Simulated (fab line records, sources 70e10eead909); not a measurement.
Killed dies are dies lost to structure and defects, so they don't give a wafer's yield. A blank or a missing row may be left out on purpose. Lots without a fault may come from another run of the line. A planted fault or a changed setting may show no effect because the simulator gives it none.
Which tool did it? | flow nand_harc | 12 lots, 36 wafers sampled, at 6 steps of a route of 1302

WHAT THE GAUGES READ, wafer by wafer
NHARC_P_ZERO_WELL_CD_MEAS_37: target cd 720 nm. Usual: cd_nm 719.6 nm, standard deviation 2.2.
lot  | measured     | on        | cd_nm (nm)        | flag
L832 | day 2 00:07  | cd_sem-02 | 717.2 720.3 717.4 |
L833 | day 2 10:01  | cd_sem-02 | 719.8 721.1 719.4 |
L835 | day 3 06:33  | cd_sem-02 | 720.9 720.8 720.1 |
L838 | day 4 12:16  | cd_sem-01 | 723.1 722.7 722.6 |
L839 | day 5 02:10  | cd_sem-01 | 717.5 717.5 720.2 |
L841 | day 5 18:06  | cd_sem-03 | 716.0 719.6 719.8 |
L849 | day 9 02:06  | cd_sem-03 | 718.5 717.8 722.8 |
L850 | day 9 12:01  | cd_sem-03 | 720.0 719.8 722.7 |
L851 | day 9 22:17  | cd_sem-02 | 721.3 721.6 719.1 |
L852 | day 10 08:28 | cd_sem-02 | 719.8 720.6 724.0 |
L853 | day 10 18:10 | cd_sem-02 | 721.0 719.4 717.5 |
L855 | day 11 14:13 | cd_sem-02 | 716.7 715.6 720.0 |

NHARC_P_ZERO_WELL_CD_MEAS_52: target cd 2000 nm. Usual: cd_nm 1999.7 nm, standard deviation 2.3.
lot  | measured     | on        | cd_nm (nm)           | flag
L832 | day 2 01:38  | cd_sem-01 | 1997.6 1998.6 1998.4 |
L833 | day 2 11:35  | cd_sem-03 | 1996.0 2000.1 1997.2 |
L835 | day 3 09:35  | cd_sem-02 | 2002.4 2002.9 1999.8 |
L838 | day 4 13:49  | cd_sem-02 | 2000.8 1994.0 1999.6 |
L839 | day 5 03:48  | cd_sem-03 | 2000.7 2001.0 2000.3 |
L841 | day 5 19:44  | cd_sem-03 | 1898.9 1895.7 1898.9 | OFF
L849 | day 9 03:44  | cd_sem-01 | 2001.2 1999.9 2002.4 |
L850 | day 9 13:40  | cd_sem-01 | 1999.8 1995.0 1998.5 |
L851 | day 9 23:57  | cd_sem-03 | 1997.0 1998.3 1999.4 |
L852 | day 10 10:25 | cd_sem-02 | 1997.4 1998.2 1999.2 |
L853 | day 10 19:48 | cd_sem-02 | 1999.5 1998.4 2000.4 |
L855 | day 11 15:55 | cd_sem-02 | 2001.5 2000.4 2000.9 |

NHARC_END_SORT_01. Usual: killed_at_array 45, standard deviation 18; killed_at_other 0.9, standard deviation 1.3; killed_at_periphery 3.7, standard deviation 2.2; killed_dies 50, standard deviation 18; killed_open 3.2, standard deviation 1.9; killed_short 2.4, standard deviation 1.6.
lot  | measured     | on        | killed_at_array | killed_at_other | killed_at_periphery | killed_dies | killed_open | killed_short | flag
L850 | day 33 04:34 | prober-01 | 25 23 32        | 1 1 3           | 3 6 4               | 29 30 39    | 2 3 4       | 1 3 4        |

WHICH TOOL RAN EACH LOT (tool, then ch and the chambers of the sampled wafers, then the start)
lot  | NHARC_P_ZERO_WELL_EXPOSE_49       | NHARC_P_ZERO_WELL_DESCUM_54        | NHARC_P_GATE_DESCUM_13
L832 | krf_scanner-04 ch 0, day 2 01:28  | rie_diel-09 ch 0,2,3, day 2 01:47  | rie_diel-11 ch 0,1,3, day 4 14:29
L833 | krf_scanner-04 ch 0, day 2 11:26  | rie_diel-13 ch 0,3, day 2 11:45    | rie_diel-11 ch 0,2,3, day 4 18:44
L835 | krf_scanner-04 ch 0, day 3 09:25  | rie_diel-06 ch 0,2,3, day 3 09:44  | rie_diel-04 ch 1,2, day 5 14:31
L838 | krf_scanner-03 ch 0, day 4 13:40  | rie_diel-06 ch 1,2,3, day 4 13:58  | rie_diel-04 ch 0,2, day 6 20:05
L839 | krf_scanner-04 ch 0, day 5 03:38  | rie_diel-09 ch 1,2,3, day 5 03:58  | rie_diel-11 ch 1,2,3, day 7 11:16
L841 | krf_scanner-02 ch 0, day 5 19:35  | rie_diel-06 ch 1,3, day 5 19:55    | rie_diel-04 ch 0,1,3, day 8 02:12
L849 | krf_scanner-03 ch 0, day 9 03:35  | rie_diel-09 ch 0,3, day 9 03:55    | rie_diel-08 ch 1,2,3, day 11 09:16
L850 | krf_scanner-04 ch 0, day 9 13:31  | rie_diel-06 ch 0,1,3, day 9 13:51  | rie_diel-08 ch 2,3, day 11 22:54
L851 | krf_scanner-03 ch 0, day 9 23:47  | rie_diel-09 ch 1,2,3, day 10 00:09 | rie_diel-04 ch 0,1, day 12 11:36
L852 | krf_scanner-04 ch 0, day 10 10:16 | rie_diel-06 ch 0,1,3, day 10 10:35 | rie_diel-08 ch 0,2, day 12 17:42
L853 | krf_scanner-03 ch 0, day 10 19:38 | rie_diel-09 ch 0,2,3, day 10 19:58 | rie_diel-11 ch 0,2, day 13 00:56
L855 | krf_scanner-02 ch 0, day 11 15:45 | rie_diel-09 ch 0,1,2, day 11 16:05 | rie_diel-08 ch 1,2,3, day 13 20:25
- NHARC_P_ZERO_WELL_EXPOSE_49: exposes mask P HVPW, target cd 2000 nm.
- NHARC_P_ZERO_WELL_DESCUM_54: chemistry O2, time 3 s.
- NHARC_P_GATE_DESCUM_13: chemistry O2, time 3 s.

WHAT THE TOOLS THEMSELVES READ (means of the sampled wafers that have a number; where no wafer has one, the mark that the record gives instead)
NHARC_P_ZERO_WELL_DESCUM_54. Usual: drypump_motor_current_A 5.5 A, standard deviation 0.41; mfc_ar_sccm 0.010 sccm, standard deviation 0.011; oes_product_au 0.998 a.u., standard deviation 0.014; rf_vpp_V 57.6 V, standard deviation 0.84; showerhead_plenum_p_Torr 1.87 Torr, standard deviation 0.086; throttle_valve_pct 11.311 %, standard deviation 0.009.
lot  | tool        | drypump_motor_current_A (A) | mfc_ar_sccm (sccm) | oes_product_au (a.u.) | rf_vpp_V (V) | showerhead_plenum_p_Torr (Torr) | throttle_valve_pct (%) | flag
L832 | rie_diel-09 | 5.3                         | 0.020              | 0.995                 | 57.7         | 1.83                            | 11.317                 |
L833 | rie_diel-13 | 5.9                         | 0.002              | 0.998                 | 57.7         | 1.94                            | 11.317                 |
L835 | rie_diel-06 | 5.5                         | 0.000              | 0.977                 | 56.7         | 1.87                            | 11.322                 |
L838 | rie_diel-06 | 5.2                         | 0.005              | 1.000                 | 58.0         | 1.83                            | 11.305                 |
L839 | rie_diel-09 | 5.5                         | 0.012              | 0.996                 | 57.7         | 1.88                            | 11.315                 |
L841 | rie_diel-06 | 5.2                         | 0.011              | 1.005                 | 56.9         | 1.79                            | 11.314                 |
L849 | rie_diel-09 | 5.5                         | 0.026              | 0.992                 | 57.9         | 2.01                            | 11.303                 |
L850 | rie_diel-06 | 5.4                         | 0.005              | 1.000                 | 57.0         | 1.82                            | 11.307                 |
L851 | rie_diel-09 | 5.5                         | 0.012              | 0.998                 | 58.8         | 1.86                            | 11.309                 |
L852 | rie_diel-06 | 5.4                         | 0.005              | 1.002                 | 57.8         | 1.82                            | 11.311                 |
L853 | rie_diel-09 | 5.3                         | 0.020              | 0.999                 | 57.0         | 1.92                            | 11.317                 |
L855 | rie_diel-09 | 5.6                         | 0.011              | 1.000                 | 57.9         | 1.92                            | 11.306                 |

NHARC_P_GATE_DESCUM_13. Usual: drypump_motor_current_A 5.6 A, standard deviation 0.44; mfc_ar_sccm 0.006 sccm, standard deviation 0.012; oes_product_au 0.999 a.u., standard deviation 0.014; rf_vpp_V 57.8 V, standard deviation 0.83; showerhead_plenum_p_Torr 1.91 Torr, standard deviation 0.071; throttle_valve_pct 11.310 %, standard deviation 0.0089.
lot  | tool        | drypump_motor_current_A (A) | mfc_ar_sccm (sccm) | oes_product_au (a.u.) | rf_vpp_V (V) | showerhead_plenum_p_Torr (Torr) | throttle_valve_pct (%) | flag
L832 | rie_diel-11 | 5.8                         | 0.021              | 0.989                 | 58.6         | 1.93                            | 11.307                 |
L833 | rie_diel-11 | 5.7                         | 0.018              | 0.986                 | 58.1         | 1.93                            | 11.320                 |
L835 | rie_diel-04 | 5.6                         | 0.000              | 1.021                 | 57.4         | 1.95                            | 11.305                 |
L838 | rie_diel-04 | 5.3                         | 0.000              | 0.987                 | 58.0         | 1.92                            | 11.304                 |
L839 | rie_diel-11 | 5.7                         | 0.025              | 0.984                 | 58.6         | 1.95                            | 11.303                 |
L841 | rie_diel-04 | 5.5                         | 0.000              | 1.013                 | 57.7         | 1.99                            | 11.305                 |
L849 | rie_diel-08 | 5.5                         | 0.000              | 1.001                 | 57.9         | 1.89                            | 11.310                 |
L850 | rie_diel-08 | 5.3                         | 0.000              | 1.011                 | 57.4         | 1.88                            | 11.313                 |
L851 | rie_diel-04 | 5.3                         | 0.000              | 1.003                 | 58.1         | 1.99                            | 11.311                 |
L852 | rie_diel-08 | 5.2                         | 0.000              | 1.005                 | 57.5         | 1.80                            | 11.312                 |
L853 | rie_diel-11 | 5.9                         | 0.024              | 0.986                 | 58.0         | 1.89                            | 11.306                 |
L855 | rie_diel-08 | 5.5                         | 0.000              | 1.007                 | 57.2         | 1.89                            | 11.309                 |

THE ANSWER, worked out from the rows above alone
Rule: a lot is off if the mean of its wafers that have a number lies more than 3 standard deviations from the usual mean. A lot without any number at a reading at which 4 lots or more have one is off too. The other lots that the step has rows for count as sound. The gauges are gone through in route order, then the tools' own readings, and for those a lot's mean is taken as printed above. The first step at which some lot is off is used, and at that step the reading that is off furthest; a lot without a number counts as furthest.
Off: L841, at NHARC_P_ZERO_WELL_CD_MEAS_52 (cd_nm).
A tool fits if, at a process step before that reading, it ran every lot that is off, and no sound lot after the first of them. The gauges at NHARC_P_ZERO_WELL_CD_MEAS_52 are tried like those tools. None of those tried fits.

WHAT THE SIMULATOR HAD PUT IN
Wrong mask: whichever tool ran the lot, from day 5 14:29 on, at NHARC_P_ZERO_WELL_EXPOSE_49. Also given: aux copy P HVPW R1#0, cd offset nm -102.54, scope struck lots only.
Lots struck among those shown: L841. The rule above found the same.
